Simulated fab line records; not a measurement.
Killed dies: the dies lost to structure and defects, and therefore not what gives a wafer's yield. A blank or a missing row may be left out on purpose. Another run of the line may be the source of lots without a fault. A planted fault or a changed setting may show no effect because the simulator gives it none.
The same fault as seen by 2 desks	flow n5-finfet	each desk has only its own numbers; what lay behind them comes last

## FOR THE TOOL OWNER'S DESK: rie-diel-05
The tool's own readings at N5_SDB_ETCH_17 (etches SiARC in CF4, target depth 23.4 nm, time 39 s): means of the sampled wafers that have a number, for each lot that ran on this tool. The brackets show how far a lot's mean lies from the usual mean; more than 4 standard deviations puts the lot out of limits, marked OUT.
Columns: A = drypump-motor-current-A at N5_SDB_ETCH_17, usual 5.7 A; B = etch-rf-on-time-s at N5_SDB_ETCH_17, usual 39.2 s; C = mfc-ar-sccm at N5_SDB_ETCH_17, usual 100.0 sccm; D = oes-product-au at N5_SDB_ETCH_17, usual 0.66 a.u.; E = rf-vpp-V at N5_SDB_ETCH_17, usual 184.5 V; F = showerhead-plenum-p-Torr at N5_SDB_ETCH_17, usual 2.18 Torr; G = throttle-valve-pct at N5_SDB_ETCH_17, usual 15.67 %
lot	first seen here	A	B	C	D	E	F	G
L603	day 4 11:22	5.7	38.9	99.9	0.74	185.8	2.26	15.51
L606	day 5 11:06	5.7	39.3	100.0	0.74	185.1	2.27	15.38
L614	day 7 04:41	5.4	32.6 (-13) OUT	99.9	0.76	185.0	2.23	15.59
L615	day 7 14:50	5.4	32.5 (-13) OUT	100.3	0.73	185.6	2.23	15.84
L616	day 7 18:49	5.4	25.6 (-27) OUT	99.8	0.86	185.2	2.23	15.61
This desk's verdict: out of limits on L614, L615, L616, starting with L614 at day 7 04:41 (etch-rf-on-time-s at N5_SDB_ETCH_17). In limits: L603, L606.

## THE METROLOGY DESK
Lot by lot, what the gauges showed, no matter which tool ran the lot: averages of those sampled wafers that carry a number. The brackets show how far a lot's mean lies from the usual mean; more than 4 standard deviations puts the lot out of limits, marked OUT. Of its 13 readings 7 are shown: those that lie furthest out on some lot.
Columns: A = thk-nm at N5_ILD0_THK_MEAS_04, usual 197.4 nm; B = cd-nm at N5_SDB_CD_MEAS_11, usual 50.9 nm; C = IOFF_P at N5_BEOL_M4_RC_MEAS_101, usual 0.21 nA/um; D = ION_N at N5_BEOL_M4_RC_MEAS_101, usual 673 uA/um; E = ION_P at N5_BEOL_M4_RC_MEAS_101, usual 462 uA/um; F = VT_N at N5_BEOL_M4_RC_MEAS_101, usual 250 mV; G = VT_P at N5_BEOL_M4_RC_MEAS_101, usual -250 mV
lot	first seen here	A	B	C	D	E	F	G
L602	day 4 01:42	198.9	51.5	0.29	683	473	249	-242
L603	day 4 07:11	197.0	51.8	0.23	681	466	251	-251
L604	day 4 13:04	197.3	50.7	0.24	691	472	245	-244
L605	day 4 18:37	197.9	51.1	0.18	670	456	251	-252
L606	day 5 06:45	198.7	51.4	0.22	680	465	250	-250
L614	day 7 00:24	197.6	50.6	0.23	678	466	248	-247
L615	day 7 10:35	196.3	49.3	0.23	680	469	252	-250
L616	day 7 14:32	198.1	52.0	0.21	668	461	252	-252
L617	day 7 18:34	199.5	51.0	0.20	671	459	250	-251
L618	day 8 00:28	197.7	50.7	0.15	660	451	255	-256
L622	day 9 02:02	197.0	49.0	0.18	672	461	252	-253
This desk's verdict: no lot among the 11 shows anything out of limits.

## BROUGHT TOGETHER
The tool owner's desk could have raised an alarm at day 7 04:41, on L614, L615, L616.
Nothing out of limits was seen by the metrology desk.
The metrology desk holds a record of L614, L615, L616, inside its limits.
Of the lots named, all ran N5_SDB_ETCH_17 on rie-diel-05.

## WHAT THE SIMULATOR HAD PUT IN
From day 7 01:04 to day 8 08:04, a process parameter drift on rie-diel-05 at N5_SDB_ETCH_17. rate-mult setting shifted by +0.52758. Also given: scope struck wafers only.
Lots struck among those shown: L614, L615, L616.
How many hours passed from the start of the fault until each desk's first out-of-limits reading: the tool owner's desk, 4.
